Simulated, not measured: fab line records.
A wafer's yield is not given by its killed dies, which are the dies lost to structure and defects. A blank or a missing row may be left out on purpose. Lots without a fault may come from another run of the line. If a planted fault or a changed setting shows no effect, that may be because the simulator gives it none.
fab line records	flow n5_finfet
[record] lots = 24	wafers = 72	last_day = 18
route steps=1938 shown PMOS_HMC_CHANNEL_EPI@87 FIN_SAQP@113
lots with no fault: from the same line, run without faults
start_h: start of the lot's first displayed wafer, in hours after the record's first day	wait_h: hours since the lot's step before	" the same as in the row above	L1.1+2: one row covering several wafers at once	- no value present, or no start provided	* or withheld: withheld	< > ~ a bound
route shown NAME@n: a module of which the file shows steps, and the number in the route of the first	usual: the fault-free wafers' mean and standard deviation	same: alike in all rows	chamber/n: place in a boat	sites: per-site readings	_std_site: the standard deviation of these	_edge_site: inner sites' mean taken away from outer sites' mean	radius_mm: how far each site lies from the wafer's centre	mask NAME#n: copy n	behind: the most recent tool/chamber to have shaped the wafer	hold: cause of the lot's hold/its duration in hours/its outcome	device: the n, p or np transistor that did not switch	end of line: at the end of the route, the tests of the same wafers	for a step that has no rows: nothing shown but its recipe	killed: not the wafer's yield, but the dies lost to structure and defects at the first sort	map: shows each die of a wafer: x if killed, . if not, _ if none is there
set.NAME: the setting the step ran with; set.NAME@STEP: the setting that earlier step ran with	model.NAME: the simulator's own value behind a step, which no gauge read
a sample of lots followed through the steps of the route, with each step as a table and each wafer as a row
services: a tool's chamber out of use, with start hour (start_h, from the record's first day; less than 0 if before it), hours out, and reason
[[steps]]
[step N5_PMOS_HMC_CHANNEL_EPI_EPI_26]
[recipe] material = Si	target_thk_a = 38	temp_c = 650	precursor = SiH4/H2	pressure_torr = 20	time_s = 22.7
[usual] throttle_valve_pct = 11.1/0.39
lot.wafer	tool	chamber	start_h	wait_h	throttle_valve_pct
L074.1	epi_rpcvd-02	0	19.55	0.0	10.9
L074.5	"	0	"	"	10.6
L074.6	"	0	"	"	10.8
L075.2	epi_rpcvd-04	0	31.70	0.1	11.4
L075.4	"	0	"	"	11.8
L075.6	"	0	"	"	11.6
L076.1	epi_rpcvd-03	0	32.17	0.0	11.3
L076.3	"	0	"	"	11.1
L076.6	"	0	"	"	11.0
L077.1	epi_rpcvd-03	0	38.37	0.0	11.4
L077.3	"	0	"	"	11.2
L077.6	"	0	"	"	11.4
L078.3	epi_rpcvd-03	0	43.56	0.1	11.0
L078.4	"	0	"	"	11.0
L078.5	"	0	"	"	11.4
L079.3	epi_rpcvd-04	0	49.88	0.1	11.4
L079.4	"	0	"	"	11.6
L079.6	"	0	"	"	11.5
L080.1	epi_rpcvd-02	0	55.51	0.0	10.6
L080.3	"	0	"	"	10.6
L080.6	"	0	"	"	10.8
L081.2	epi_rpcvd-04	0	62.05	0.1	11.9
L081.3	"	0	"	"	11.7
L081.5	"	0	"	"	11.6
L082.1	epi_rpcvd-04	0	67.41	0.0	11.6
L082.2	"	0	"	"	11.4
L082.4	"	0	"	"	11.5
L083.1	epi_rpcvd-02	0	74.04	0.0	10.7
L083.2	"	0	"	"	10.8
L083.4	"	0	"	"	10.8
L084.1	epi_rpcvd-02	0	80.00	0.0	10.9
L084.2	"	0	"	"	10.8
L084.6	"	0	"	"	10.7
L085.2	epi_rpcvd-03	0	85.76	0.1	11.5
L085.3	"	0	"	"	11.2
L085.6	"	0	"	"	11.4
L086.1	epi_rpcvd-02	0	93.46	0.0	10.7
L086.3	"	0	"	"	10.5
L086.6	"	0	"	"	10.8
L087.1	epi_rpcvd-02	0	98.64	0.0	10.5
L087.3	"	0	"	"	10.5
L087.6	"	0	"	"	10.9
L088.2	epi_rpcvd-04	0	105.81	0.1	11.4
L088.3	"	0	"	"	11.3
L088.5	"	0	"	"	11.8
L089.2	epi_rpcvd-03	0	111.59	0.1	11.2
L089.3	"	0	"	"	11.2
L089.4	"	0	"	"	11.4
L090.1	epi_rpcvd-02	0	115.84	0.0	10.7
L090.4	"	0	"	"	10.8
L090.5	"	0	"	"	10.6
L091.3	epi_rpcvd-02	0	121.61	0.1	10.6
L091.5	"	0	"	"	10.7
L091.6	"	0	"	"	11.1
L092.3	epi_rpcvd-02	0	129.46	0.1	10.5
L092.4	"	0	"	"	10.5
L092.6	"	0	"	"	10.5
L093.1	epi_rpcvd-02	0	133.90	0.0	10.7
L093.2	"	0	"	"	10.8
L093.4	"	0	"	"	10.7
L094.1	epi_rpcvd-04	0	140.29	0.0	11.5
L094.2	"	0	"	"	11.5
L094.5	"	0	"	"	11.6
L095.2	epi_rpcvd-03	0	145.95	0.1	11.3
L095.3	"	0	"	"	11.3
L095.4	"	0	"	"	11.4
L096.2	epi_rpcvd-02	0	151.99	0.1	10.7
L096.3	"	0	"	"	10.8
L096.4	"	0	"	"	10.7
L097.2	epi_rpcvd-02	0	160.97	0.1	10.7
L097.4	"	0	"	"	10.8
L097.5	"	0	"	"	10.9
[step N5_FIN_SAQP_INSPECT_18]
[recipe] mode = adi	inspect_instrument = brightfield
[usual] raw_defect_count = 417/100
lot.wafer	tool	chamber	start_h	wait_h	raw_defect_count
L074.1	defect_inspect-02	-	21.30	0.0	287
L074.5	"	-	"	"	555
L074.6	"	-	"	"	430
L075.2	defect_inspect-02	-	33.40	0.0	378
L075.4	"	-	"	"	375
L075.6	"	-	"	"	618
L076.1	defect_inspect-02	-	33.96	0.0	401
L076.3	"	-	"	"	360
L076.6	"	-	"	"	386
L077.1	defect_inspect-02	-	41.57	0.0	418
L077.3	"	-	"	"	340
L077.6	"	-	"	"	511
L078.3	defect_inspect-02	-	46.54	0.0	471
L078.4	"	-	"	"	402
L078.5	"	-	"	"	410
L079.3	defect_inspect-02	-	51.54	0.0	441
L079.4	"	-	"	"	406
L079.6	"	-	"	"	362
L080.1	defect_inspect-01	-	58.14	0.0	583
L080.3	"	-	"	"	432
L080.6	"	-	"	"	433
L081.2	defect_inspect-01	-	63.73	0.0	402
L081.3	"	-	"	"	432
L081.5	"	-	"	"	524
L082.1	defect_inspect-01	-	69.38	0.0	296
L082.2	"	-	"	"	296
L082.4	"	-	"	"	345
L083.1	defect_inspect-01	-	75.82	0.0	605
L083.2	"	-	"	"	515
L083.4	"	-	"	"	679
L084.1	defect_inspect-01	-	81.83	0.0	311
L084.2	"	-	"	"	312
L084.6	"	-	"	"	357
L085.2	defect_inspect-02	-	87.47	0.0	387
L085.3	"	-	"	"	364
L085.6	"	-	"	"	395
L086.1	defect_inspect-02	-	95.65	0.0	290
L086.3	"	-	"	"	371
L086.6	"	-	"	"	309
L087.1	defect_inspect-01	-	100.66	0.0	258
L087.3	"	-	"	"	334
L087.6	"	-	"	"	235
L088.2	defect_inspect-02	-	107.49	0.0	673
L088.3	"	-	"	"	419
L088.5	"	-	"	"	449
L089.2	defect_inspect-02	-	113.18	0.0	506
L089.3	"	-	"	"	502
L089.4	"	-	"	"	396
L090.1	defect_inspect-01	-	117.59	0.0	415
L090.4	"	-	"	"	390
L090.5	"	-	"	"	465
L091.3	defect_inspect-01	-	123.48	0.0	367
L091.5	"	-	"	"	337
L091.6	"	-	"	"	365
L092.3	defect_inspect-02	-	131.21	0.0	314
L092.4	"	-	"	"	312
L092.6	"	-	"	"	313
L093.1	defect_inspect-01	-	136.04	0.0	334
L093.2	"	-	"	"	349
L093.4	"	-	"	"	348
L094.1	defect_inspect-01	-	142.31	0.0	419
L094.2	"	-	"	"	559
L094.5	"	-	"	"	594
L095.2	defect_inspect-01	-	147.61	0.0	437
L095.3	"	-	"	"	474
L095.4	"	-	"	"	514
L096.2	defect_inspect-02	-	153.81	0.0	345
L096.3	"	-	"	"	413
L096.4	"	-	"	"	353
L097.2	defect_inspect-02	-	162.66	0.0	447
L097.4	"	-	"	"	479
L097.5	"	-	"	"	336
[step N5_FIN_SAQP_SPACER1_ETCHBACK_25]
[recipe] chemistry = CHF3/O2	mode = anisotropic_etchback	target = SiO2	target_depth_a = 244	time_s = 12.2	pressure_mtorr = 30	source_w = 650	bias_w = 170	Ar_flow_sccm = 200	CHF3_flow_sccm = 50	O2_flow_sccm = 5	ion_energy_ev = 200
[usual] O2_flow_sccm = 5.001/0.014	drypump_motor_current_A = 5.6/0.52	oes_product_au = 0.81/0.065	rf_vpp_V = 526/13	showerhead_plenum_p_Torr = 2.46/0.075	throttle_valve_pct = 18.96/0.19
lot.wafer	tool	chamber	start_h	wait_h	O2_flow_sccm	drypump_motor_current_A	oes_product_au	rf_hours_counter_h	rf_vpp_V	showerhead_plenum_p_Torr	throttle_valve_pct
L074.1	rie_diel-03	2	24.42	0.4	5.002	5.3	0.84	49	542	2.47	19.20
L074.5	"	1	"	"	5.012	5.2	0.82	-	524	2.43	18.84
L074.6	"	0	"	"	5.004	5.7	0.83	-	526	2.52	18.76
L075.2	rie_diel-03	2	35.24	0.4	5.008	5.3	0.83	53	541	2.46	19.20
L075.4	"	0	"	"	5.008	5.7	0.82	80	523	2.52	18.79
L075.6	"	2	"	"	5.019	5.3	0.84	-	541	2.46	19.21
L076.1	rie_diel-01	2	36.34	0.6	5.001	4.9	0.77	122	532	2.52	19.10
L076.3	"	3	"	"	4.994	5.3	0.76	138	536	2.52	18.85
L076.6	"	3	"	"	5.013	5.3	0.75	-	538	2.52	18.85
L077.1	rie_diel-01	2	44.22	0.4	4.996	5.0	0.78	124	530	2.52	19.12
L077.3	"	3	"	"	5.011	5.4	0.75	141	538	2.52	18.84
L077.6	"	0	"	"	5.033	6.4	0.87	-	534	2.45	18.65
L078.3	rie_diel-05	1	49.10	0.5	4.974	5.6	0.89	38	503	2.35	18.74
L078.4	"	2	"	"	5.017	5.6	0.96	12	536	2.58	18.90
L078.5	"	1	"	"	4.998	5.7	0.89	-	504	2.35	18.73
L079.3	rie_diel-03	2	53.39	0.4	4.993	5.3	0.84	59	540	2.46	19.22
L079.4	"	0	"	"	4.986	5.7	0.81	85	523	2.52	18.77
L079.6	"	0	"	"	4.989	5.7	0.82	-	525	2.52	18.78
L080.1	rie_diel-03	3	60.09	0.4	5.020	6.4	0.73	180	503	2.33	19.20
L080.3	"	1	"	"	5.003	5.2	0.81	102	524	2.43	18.86
L080.6	"	2	"	"	4.977	5.3	0.83	-	540	2.46	19.22
L081.2	rie_diel-03	2	65.61	0.4	4.989	5.3	0.82	63	542	2.46	19.22
L081.3	"	0	"	"	4.983	5.7	0.81	89	525	2.52	18.79
L081.5	"	2	"	"	4.987	5.3	0.82	-	541	2.46	19.22
L082.1	rie_diel-01	0	71.23	0.4	5.003	6.4	0.85	57	533	2.45	18.68
L082.2	"	3	"	"	4.993	5.4	0.74	151	537	2.51	18.87
L082.4	"	1	"	"	5.009	5.2	0.95	6	529	2.47	18.77
L083.1	rie_diel-01	0	78.03	0.4	4.986	6.4	0.86	59	536	2.45	18.70
L083.2	"	3	"	"	5.003	5.3	0.75	153	537	2.51	18.86
L083.4	"	0	"	"	4.992	6.4	0.86	-	534	2.45	18.68
L084.1	rie_diel-01	1	83.70	0.4	5.013	5.2	0.95	8	529	2.46	18.77
L084.2	"	0	"	"	5.012	6.3	0.85	61	535	2.45	18.69
L084.6	"	1	"	"	4.983	5.2	0.94	-	530	2.46	18.77
L085.2	rie_diel-03	3	90.16	0.6	5.003	6.3	0.72	195	503	2.32	19.20
L085.3	"	2	"	"	4.998	5.3	0.81	76	541	2.46	19.24
L085.6	"	3	"	"	5.018	6.3	0.71	-	503	2.32	19.22
L086.1	rie_diel-03	0	99.78	0.6	4.998	5.7	0.78	108	525	2.51	18.81
L086.3	"	3	"	"	5.000	6.4	0.71	202	504	2.32	19.22
L086.6	"	0	"	"	4.996	5.6	0.78	-	525	2.51	18.83
L087.1	rie_diel-01	1	104.66	0.4	4.976	5.2	0.91	20	530	2.46	18.80
L087.3	"	0	"	"	4.991	6.3	0.84	72	533	2.45	18.70
L087.6	"	1	"	"	4.982	5.2	0.92	-	529	2.46	18.79
L088.2	rie_diel-03	3	109.42	0.4	5.013	6.3	0.70	208	502	2.31	19.25
L088.3	"	2	"	"	5.003	5.3	0.79	89	542	2.45	19.25
L088.5	"	0	"	"	5.010	5.6	0.77	-	523	2.51	18.82
L089.2	rie_diel-05	1	116.04	0.4	5.008	5.6	0.87	52	502	2.34	18.77
L089.3	"	3	"	"	5.020	4.6	0.86	41	527	2.56	18.94
L089.4	"	2	"	"	5.023	5.6	0.93	27	535	2.57	18.93
L090.1	rie_diel-01	1	119.55	0.4	5.024	5.2	0.90	27	528	2.46	18.79
L090.4	"	3	"	"	4.988	5.3	0.74	167	536	2.51	18.91
L090.5	"	2	"	"	5.015	5.0	0.75	-	531	2.51	19.16
L091.3	rie_diel-05	2	125.53	0.5	5.006	5.6	0.92	30	534	2.57	18.94
L091.5	"	1	"	"	5.011	5.7	0.87	-	501	2.34	18.78
L091.6	"	2	"	"	5.001	5.6	0.92	-	535	2.57	18.94
L092.3	rie_diel-01	0	133.06	0.4	5.018	6.4	0.82	85	533	2.44	18.74
L092.4	"	1	"	"	5.017	5.3	0.89	33	529	2.45	18.81
L092.6	"	1	"	"	5.017	5.2	0.89	-	528	2.45	18.82
L093.1	rie_diel-05	3	137.98	0.4	4.994	4.6	0.85	48	528	2.55	18.95
L093.2	"	1	"	"	4.997	5.6	0.85	60	502	2.34	18.80
L093.4	"	0	"	"	5.012	6.2	0.83	71	509	2.35	19.09
L094.1	rie_diel-05	1	144.50	0.6	5.003	5.7	0.85	62	502	2.34	18.78
L094.2	"	3	"	"	5.018	4.6	0.85	50	528	2.55	18.96
L094.5	"	0	"	"	4.991	6.2	0.83	-	508	2.35	19.10
L095.2	rie_diel-03	2	149.65	0.4	4.983	5.3	0.78	108	540	2.44	19.29
L095.3	"	3	"	"	5.028	6.3	0.69	227	503	2.31	19.27
L095.4	"	0	"	"	4.971	5.7	0.76	133	524	2.50	18.86
L096.2	rie_diel-01	0	155.64	0.4	5.008	6.4	0.82	91	532	2.44	18.74
L096.3	"	2	"	"	4.984	5.0	0.75	170	530	2.50	19.16
L096.4	"	1	"	"	4.990	5.2	0.88	39	529	2.45	18.83
L097.2	rie_diel-01	3	164.90	0.4	5.019	5.3	0.71	182	537	2.50	18.92
L097.4	"	2	"	"	4.995	4.9	0.73	174	529	2.50	19.20
L097.5	"	1	"	"	5.022	5.3	0.86	-	529	2.45	18.84
[step N5_FIN_SAQP_SPACER2_ETCHBACK_29]
[recipe] chemistry = CHF3/O2	mode = anisotropic_etchback	target = SiO2	target_depth_a = 122	time_s = 6.1	pressure_mtorr = 30	source_w = 650	bias_w = 170	Ar_flow_sccm = 200	CHF3_flow_sccm = 50	O2_flow_sccm = 5	ion_energy_ev = 200
[usual] O2_flow_sccm = 5.000/0.015	drypump_motor_current_A = 5.6/0.53	oes_product_au = 0.82/0.07	rf_vpp_V = 525/13	showerhead_plenum_p_Torr = 2.45/0.078	throttle_valve_pct = 18.97/0.2
lot.wafer	tool	chamber	start_h	wait_h	O2_flow_sccm	drypump_motor_current_A	oes_product_au	rf_hours_counter_h	rf_vpp_V	showerhead_plenum_p_Torr	throttle_valve_pct
L074.1	rie_diel-01	2	25.97	0.2	4.979	5.0	0.79	117	531	2.52	19.09
L074.5	"	0	"	"	4.992	6.3	0.88	-	534	2.46	18.64
L074.6	"	3	"	"	5.003	5.3	0.76	-	536	2.52	18.84
L075.2	rie_diel-05	0	37.04	0.2	4.982	6.2	0.87	44	508	2.36	19.06
L075.4	"	1	"	"	5.011	5.6	0.91	33	502	2.35	18.75
L075.6	"	2	"	"	5.002	5.6	0.98	-	535	2.58	18.89
L076.1	rie_diel-03	0	37.99	0.2	5.020	5.7	0.81	82	526	2.52	18.78
L076.3	"	3	"	"	5.015	6.3	0.73	172	503	2.33	19.19
L076.6	"	2	"	"	5.002	5.3	0.83	-	539	2.46	19.19
L077.1	rie_diel-05	0	45.89	0.3	5.016	6.2	0.87	47	509	2.36	19.08
L077.3	"	2	"	"	4.997	5.6	0.98	10	534	2.58	18.90
L077.6	"	2	"	"	5.001	5.6	0.97	-	535	2.58	18.90
L078.3	rie_diel-03	0	50.89	0.2	4.989	5.7	0.80	84	524	2.52	18.78
L078.4	"	1	"	"	4.997	5.2	0.81	100	525	2.43	18.86
L078.5	"	2	"	"	4.986	5.3	0.83	-	542	2.46	19.20
L079.3	rie_diel-01	0	55.15	0.2	4.975	6.4	0.87	51	534	2.45	18.67
L079.4	"	2	"	"	4.978	5.0	0.78	129	531	2.52	19.11
L079.6	"	0	"	"	4.996	6.4	0.87	-	534	2.45	18.67
L080.1	rie_diel-03	0	61.64	0.2	5.002	5.7	0.81	87	523	2.52	18.78
L080.3	"	3	"	"	5.002	6.3	0.73	180	503	2.33	19.21
L080.6	"	2	"	"	5.006	5.3	0.82	-	540	2.46	19.21
L081.2	rie_diel-05	0	67.20	0.2	4.996	6.2	0.85	55	509	2.35	19.09
L081.3	"	2	"	"	5.014	5.6	0.94	18	535	2.58	18.93
L081.5	"	1	"	"	4.975	5.7	0.88	-	501	2.34	18.74
L082.1	rie_diel-03	2	72.81	0.2	5.006	5.3	0.82	67	540	2.46	19.23
L082.2	"	3	"	"	5.009	6.3	0.72	186	503	2.32	19.21
L082.4	"	0	"	"	4.996	5.7	0.80	-	526	2.52	18.80
L083.1	rie_diel-01	2	79.86	0.2	5.003	4.9	0.77	138	531	2.51	19.13
L083.2	"	0	"	"	4.996	6.4	0.85	60	535	2.45	18.69
L083.4	"	2	"	"	5.008	4.9	0.77	-	530	2.51	19.11
L084.1	rie_diel-01	0	85.64	0.4	5.010	6.4	0.85	61	532	2.45	18.69
L084.2	"	1	"	"	5.011	5.2	0.94	9	530	2.46	18.78
L084.6	"	1	"	"	4.989	5.2	0.95	-	530	2.46	18.78
L085.2	rie_diel-03	2	91.99	0.3	4.998	5.3	0.80	78	541	2.46	19.24
L085.3	"	3	"	"	5.021	6.3	0.71	196	503	2.32	19.24
L085.6	"	3	"	"	5.002	6.3	0.72	-	503	2.32	19.21
L086.1	rie_diel-01	2	102.59	0.6	5.004	5.0	0.75	149	531	2.51	19.14
L086.3	"	0	"	"	4.979	6.3	0.84	70	534	2.45	18.70
L086.6	"	0	"	"	4.989	6.3	0.83	-	534	2.44	18.68
L087.1	rie_diel-01	0	106.41	0.2	5.017	6.4	0.83	73	533	2.44	18.71
L087.3	"	1	"	"	4.986	5.3	0.90	21	528	2.46	18.79
L087.6	"	2	"	"	5.001	4.9	0.75	-	529	2.51	19.14
L088.2	rie_diel-03	3	110.97	0.2	4.986	6.3	0.71	209	502	2.31	19.24
L088.3	"	2	"	"	4.979	5.3	0.78	90	542	2.45	19.26
L088.5	"	0	"	"	5.009	5.7	0.77	-	524	2.51	18.82
L089.2	rie_diel-05	3	118.57	0.4	4.987	4.6	0.87	41	528	2.56	18.94
L089.3	"	0	"	"	4.996	6.1	0.84	64	507	2.35	19.09
L089.4	"	1	"	"	5.008	5.7	0.87	53	502	2.34	18.77
L090.1	rie_diel-05	2	121.10	0.2	4.991	5.6	0.92	28	534	2.57	18.94
L090.4	"	3	"	"	5.015	4.6	0.86	42	527	2.56	18.94
L090.5	"	0	"	"	5.002	6.2	0.83	-	508	2.35	19.09
L091.3	rie_diel-03	0	127.37	0.2	5.020	5.7	0.78	122	524	2.51	18.86
L091.5	"	3	"	"	4.979	6.3	0.70	-	504	2.31	19.25
L091.6	"	0	"	"	5.001	5.7	0.78	-	525	2.51	18.83
L092.3	rie_diel-03	2	135.19	0.2	5.014	5.3	0.78	101	541	2.45	19.26
L092.4	"	2	"	"	5.040	5.3	0.77	-	541	2.44	19.27
L092.6	"	0	"	"	5.000	5.7	0.77	-	524	2.50	18.85
L093.1	rie_diel-03	2	139.71	0.2	5.035	5.3	0.78	103	540	2.44	19.29
L093.2	"	3	"	"	5.005	6.3	0.69	222	504	2.31	19.27
L093.4	"	3	"	"	4.976	6.3	0.70	-	502	2.31	19.26
L094.1	rie_diel-01	3	146.14	0.3	5.023	5.3	0.72	177	537	2.50	18.91
L094.2	"	2	"	"	5.003	5.0	0.74	168	530	2.50	19.17
L094.5	"	1	"	"	4.999	5.2	0.88	-	528	2.45	18.83
L095.2	rie_diel-01	1	151.69	0.2	5.028	5.2	0.88	39	529	2.45	18.81
L095.3	"	0	"	"	4.988	6.4	0.82	91	534	2.44	18.74
L095.4	"	3	"	"	5.001	5.3	0.72	178	535	2.50	18.93
L096.2	rie_diel-01	3	157.19	0.2	5.000	5.3	0.72	179	535	2.50	18.92
L096.3	"	1	"	"	4.989	5.2	0.87	39	529	2.45	18.82
L096.4	"	0	"	"	4.996	6.3	0.82	92	532	2.44	18.73
L097.2	rie_diel-05	3	166.45	0.2	4.980	4.6	0.84	60	527	2.55	18.98
L097.4	"	1	"	"	4.993	5.7	0.86	-	502	2.34	18.79
L097.5	"	2	"	"	5.028	5.6	0.89	-	535	2.56	18.95
[step N5_FIN_SAQP_HM_CD_35]
[recipe] target_cd_nm = 8	polarity = line
[usual] cd_nm = 8.14/0.24
lot.wafer	tool	chamber	start_h	wait_h	cd_nm
L074.1	cd_sem-03	-	26.43	0.1	8.36
L074.5	"	-	"	"	8.25
L074.6	"	-	"	"	8.08
L075.2	cd_sem-01	-	37.51	0.1	7.81
L075.4	"	-	"	"	7.70
L075.6	"	-	"	"	8.23
L076.1	cd_sem-01	-	38.45	0.1	8.12
L076.3	"	-	"	"	8.20
L076.6	"	-	"	"	8.59
L077.1	cd_sem-03	-	46.36	0.1	8.58
L077.3	"	-	"	"	7.95
L077.6	"	-	"	"	8.08
L078.3	cd_sem-03	-	51.36	0.1	8.39
L078.4	"	-	"	"	8.53
L078.5	"	-	"	"	7.99
L079.3	cd_sem-01	-	55.62	0.1	7.75
L079.4	"	-	"	"	8.10
L079.6	"	-	"	"	8.07
L080.1	cd_sem-01	-	62.10	0.1	8.43
L080.3	"	-	"	"	7.91
L080.6	"	-	"	"	8.27
L081.2	cd_sem-01	-	67.80	0.1	7.93
L081.3	"	-	"	"	8.31
L081.5	"	-	"	"	8.36
L082.1	cd_sem-02	-	73.31	0.1	8.43
L082.2	"	-	"	"	7.98
L082.4	"	-	"	"	8.17
L083.1	cd_sem-01	-	80.36	0.1	7.96
L083.2	"	-	"	"	8.09
L083.4	"	-	"	"	7.87
L084.1	cd_sem-02	-	86.25	0.1	7.85
L084.2	"	-	"	"	8.17
L084.6	"	-	"	"	7.84
L085.2	cd_sem-03	-	92.48	0.1	8.03
L085.3	"	-	"	"	8.23
L085.6	"	-	"	"	8.08
L086.1	cd_sem-01	-	103.10	0.1	8.32
L086.3	"	-	"	"	8.27
L086.6	"	-	"	"	7.96
L087.1	cd_sem-02	-	106.94	0.1	8.33
L087.3	"	-	"	"	7.90
L087.6	"	-	"	"	8.16
L088.2	cd_sem-02	-	111.44	0.1	8.06
L088.3	"	-	"	"	7.97
L088.5	"	-	"	"	8.19
L089.2	cd_sem-01	-	119.12	0.1	7.79
L089.3	"	-	"	"	8.10
L089.4	"	-	"	"	7.96
L090.1	cd_sem-01	-	121.56	0.1	8.25
L090.4	"	-	"	"	8.72
L090.5	"	-	"	"	8.09
L091.3	cd_sem-01	-	127.84	0.1	8.26
L091.5	"	-	"	"	7.61
L091.6	"	-	"	"	8.28
L092.3	cd_sem-02	-	135.65	0.1	8.31
L092.4	"	-	"	"	8.71
L092.6	"	-	"	"	8.18
L093.1	cd_sem-01	-	140.18	0.1	7.81
L093.2	"	-	"	"	8.13
L093.4	"	-	"	"	8.60
L094.1	cd_sem-03	-	146.66	0.1	8.02
L094.2	"	-	"	"	8.22
L094.5	"	-	"	"	7.79
L095.2	cd_sem-01	-	152.15	0.1	7.82
L095.3	"	-	"	"	8.02
L095.4	"	-	"	"	7.88
L096.2	cd_sem-02	-	157.66	0.1	8.34
L096.3	"	-	"	"	8.19
L096.4	"	-	"	"	8.48
L097.2	cd_sem-02	-	166.91	0.1	8.35
L097.4	"	-	"	"	7.98
L097.5	"	-	"	"	7.98
[step N5_FIN_SAQP_ETCH_64]
[recipe] chemistry = CF4	target = SiO2	target_depth_a = 15	ion_energy_ev = 350	pressure_mtorr = 10	icp_w = 800	bias_w = 400	cf4_flow_sccm = 80
[usual] drypump_motor_current_A = 5.9/0.31	oes_product_au = 1.010/0.021	throttle_valve_pct = 21.85/0.24
lot.wafer	tool	chamber	start_h	wait_h	drypump_motor_current_A	oes_product_au	rf_hours_counter_h	throttle_valve_pct
L074.1	rie_si-06	0	26.48	0.0	5.5	0.999	7	21.65
L074.5	"	0	"	"	5.5	1.013	-	21.65
L074.6	"	3	"	"	5.8	1.030	-	21.50
L075.2	rie_si-04	0	37.55	0.0	6.0	1.025	26	21.80
L075.4	"	1	"	"	6.1	0.959	48	22.15
L075.6	"	2	"	"	5.9	0.982	-	21.73
L076.1	rie_si-06	0	38.50	0.0	5.6	1.016	7	21.66
L076.3	"	1	"	"	5.4	0.984	16	21.64
L076.6	"	0	"	"	5.5	1.015	-	21.66
L077.1	rie_si-01	1	46.42	0.1	5.7	1.005	68	22.18
L077.3	"	3	"	"	5.6	1.002	42	22.22
L077.6	"	0	"	"	5.6	1.004	-	21.89
L078.3	rie_si-04	3	51.40	0.0	6.6	1.041	79	21.69
L078.4	"	0	"	"	6.1	1.030	26	21.82
L078.5	"	1	"	"	6.1	0.971	-	22.14
L079.3	rie_si-01	1	55.66	0.0	5.8	1.010	69	22.20
L079.4	"	2	"	"	5.9	1.030	50	21.59
L079.6	"	0	"	"	5.6	1.011	-	21.91
L080.1	rie_si-01	0	62.15	0.0	5.6	1.021	155	21.92
L080.3	"	2	"	"	5.9	1.024	50	21.59
L080.6	"	0	"	"	5.6	1.006	-	21.89
L081.2	rie_si-01	1	67.85	0.0	5.8	1.018	69	22.19
L081.3	"	2	"	"	5.9	1.040	51	21.59
L081.5	"	0	"	"	5.6	1.008	-	21.92
L082.1	rie_si-01	0	73.37	0.1	5.6	1.001	155	21.88
L082.2	"	3	"	"	5.6	0.983	43	22.20
L082.4	"	2	"	"	5.9	1.019	51	21.61
L083.1	rie_si-04	1	80.41	0.0	6.1	0.973	48	22.16
L083.2	"	2	"	"	5.9	1.010	59	21.76
L083.4	"	0	"	"	6.0	1.026	27	21.81
L084.1	rie_si-04	1	86.30	0.0	6.1	0.978	48	22.17
L084.2	"	3	"	"	6.6	1.064	79	21.71
L084.6	"	2	"	"	6.0	1.010	-	21.74
L085.2	rie_si-04	3	92.52	0.0	6.6	1.047	80	21.73
L085.3	"	1	"	"	6.1	0.974	49	22.15
L085.6	"	1	"	"	6.1	0.969	-	22.17
L086.1	rie_si-04	1	103.15	0.0	6.1	0.981	49	22.17
L086.3	"	0	"	"	6.0	1.039	27	21.81
L086.6	"	3	"	"	6.6	1.045	-	21.73
L087.1	rie_si-06	2	106.99	0.0	6.1	0.980	102	21.66
L087.3	"	3	"	"	5.8	1.034	97	21.50
L087.6	"	2	"	"	6.1	0.970	-	21.66
L088.2	rie_si-04	0	111.48	0.0	6.0	1.027	27	21.81
L088.3	"	1	"	"	6.1	0.981	49	22.16
L088.5	"	3	"	"	6.6	1.049	-	21.71
L089.2	rie_si-01	1	119.17	0.0	5.8	0.999	70	22.18
L089.3	"	3	"	"	5.6	0.981	43	22.20
L089.4	"	2	"	"	5.9	1.028	52	21.60
L090.1	rie_si-01	3	121.61	0.0	5.6	0.996	43	22.19
L090.4	"	2	"	"	5.9	1.037	52	21.61
L090.5	"	3	"	"	5.6	0.992	-	22.20
L091.3	rie_si-06	0	127.89	0.0	5.6	1.011	9	21.65
L091.5	"	1	"	"	5.4	0.982	-	21.65
L091.6	"	0	"	"	5.5	1.019	-	21.66
L092.3	rie_si-06	0	135.70	0.0	5.6	1.015	9	21.68
L092.4	"	2	"	"	6.1	0.965	103	21.67
L092.6	"	0	"	"	5.6	1.010	-	21.66
L093.1	rie_si-01	3	140.23	0.0	5.6	0.990	44	22.19
L093.2	"	2	"	"	5.9	1.027	52	21.58
L093.4	"	0	"	"	5.6	1.002	156	21.90
L094.1	rie_si-01	1	146.70	0.0	5.7	1.015	70	22.17
L094.2	"	3	"	"	5.6	0.993	44	22.21
L094.5	"	0	"	"	5.6	1.009	-	21.90
L095.2	rie_si-04	3	152.20	0.0	6.6	1.047	80	21.72
L095.3	"	2	"	"	5.9	0.995	60	21.73
L095.4	"	1	"	"	6.1	0.979	50	22.16
L096.2	rie_si-01	3	157.70	0.0	5.6	0.994	44	22.20
L096.3	"	1	"	"	5.7	1.005	71	22.20
L096.4	"	0	"	"	5.6	1.009	157	21.88
L097.2	rie_si-01	3	166.96	0.0	5.6	0.997	44	22.21
L097.4	"	0	"	"	5.6	1.000	157	21.90
L097.5	"	2	"	"	5.9	1.024	-	21.59
[[services]]
tool	chamber	start_h	hours	kind
rie_diel-05	2	-0.46	-	clean
rie_diel-05	2	-0.46	-	consumable_replace:focus_ring
rie_si-04	1	6.99	2.7	repair
rie_si-04	-	16.98	4.3	pm
rie_diel-05	0	18.93	2.9	repair
rie_diel-01	1	25.00	-	clean
rie_diel-01	1	25.00	-	consumable_replace:focus_ring
rie_diel-01	1	25.00	28.3	scheduled_down
rie_diel-01	1	25.00	28.3	vent_cycle
rie_diel-03	0	45.39	4.0	repair
rie_si-01	3	57.06	14.0	repair
rie_si-06	1	72.53	13.9	repair
rie_diel-01	-	73.72	1.2	repair
rie_si-04	-	74.46	0.4	repair
rie_diel-01	1	77.18	4.7	repair
rie_si-01	1	87.34	4.0	repair
rie_si-06	3	89.72	12.2	repair
rie_si-06	0	92.81	18.8	repair
rie_diel-01	3	100.79	8.7	repair
rie_si-06	3	110.98	6.9	repair
rie_diel-01	-	135.57	0.8	repair
rie_diel-05	1	148.75	2.2	repair
rie_diel-05	0	152.80	25.5	repair
rie_diel-05	1	160.48	5.4	repair
[[key]]
fault none
